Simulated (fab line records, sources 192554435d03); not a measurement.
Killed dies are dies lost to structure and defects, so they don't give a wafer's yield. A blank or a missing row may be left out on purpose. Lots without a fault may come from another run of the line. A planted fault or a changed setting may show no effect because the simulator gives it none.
Chamber matching | flow n5_finfet | N5_MOL_CONTACT_COAG_ALD_123 on ald_sin-04: 4 sister chambers
The step deposits SiNx, target thk 5 nm, pulse time 1 s, purge time 2 s. 8 wafers are shown with their chamber, then 11 later ones without.

WAFERS WITH THEIR CHAMBER
wafer  | chamber | heater_power_w (W) | precursor_pulse_height_rel
L084.5 | 1       | 841                | 0.981
L084.6 | 2       | 1003               | 0.998
L090.1 | 2       | 980                | 0.989
L090.2 | 3       | 794                | 1.005
L090.3 | 1       | 849                | 0.997
L090.5 | 0       | 790                | 0.971
L090.6 | 3       | 776                | 1.036
L091.1 | 0       | 798                | 1.014

WAFERS WITHOUT THEIR CHAMBER
wafer  | heater_power_w (W) | precursor_pulse_height_rel
L091.2 | 822                | 1.017
L091.6 | 793                | 1.009
L093.1 | 1002               | 0.989
L093.2 | 786                | 1.044
L093.3 | 852                | 0.976
L093.4 | 808                | 0.974
L093.5 | 1047               | 0.983
L093.6 | 760                | 0.990
L095.2 | 803                | 0.973
L095.3 | 1019               | 1.022
L095.5 | 772                | 1.035

WHICH CHAMBER EACH WENT THROUGH
wafer  | from the rows above          | in truth
L091.2 | can't be placed: 1 or 0 or 3 | 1
L091.6 | can't be placed: 0 or 3      | 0
L093.1 | 2                            | 2
L093.2 | can't be placed: 3 or 0      | 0
L093.3 | 1                            | 1
L093.4 | can't be placed: 0 or 3 or 1 | 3
L093.5 | 2                            | 2
L093.6 | can't be placed: 3 or 0      | 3
L095.2 | can't be placed: 0 or 3      | 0
L095.3 | 2                            | 2
L095.5 | can't be placed: 3 or 0      | 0
Placed correctly: 4 of 11. Can't be placed from these rows: 7 (the true chamber is among the candidates in 7). Placed wrongly: 0.
How it was worked out, from the rows above alone: a wafer's distance from a chamber is the root of the sum, over the readings, of the square of ((its reading less the chamber's mean) divided by the reading's scatter). The wafer belongs to the nearest chamber; if the next one is less than 2 further off, it can't be placed. A chamber's mean is the mean of its shown wafers. The scatter: the root of (the sum of the squares of (reading less its chamber's mean) over the shown wafers, divided by (wafers less chambers)).
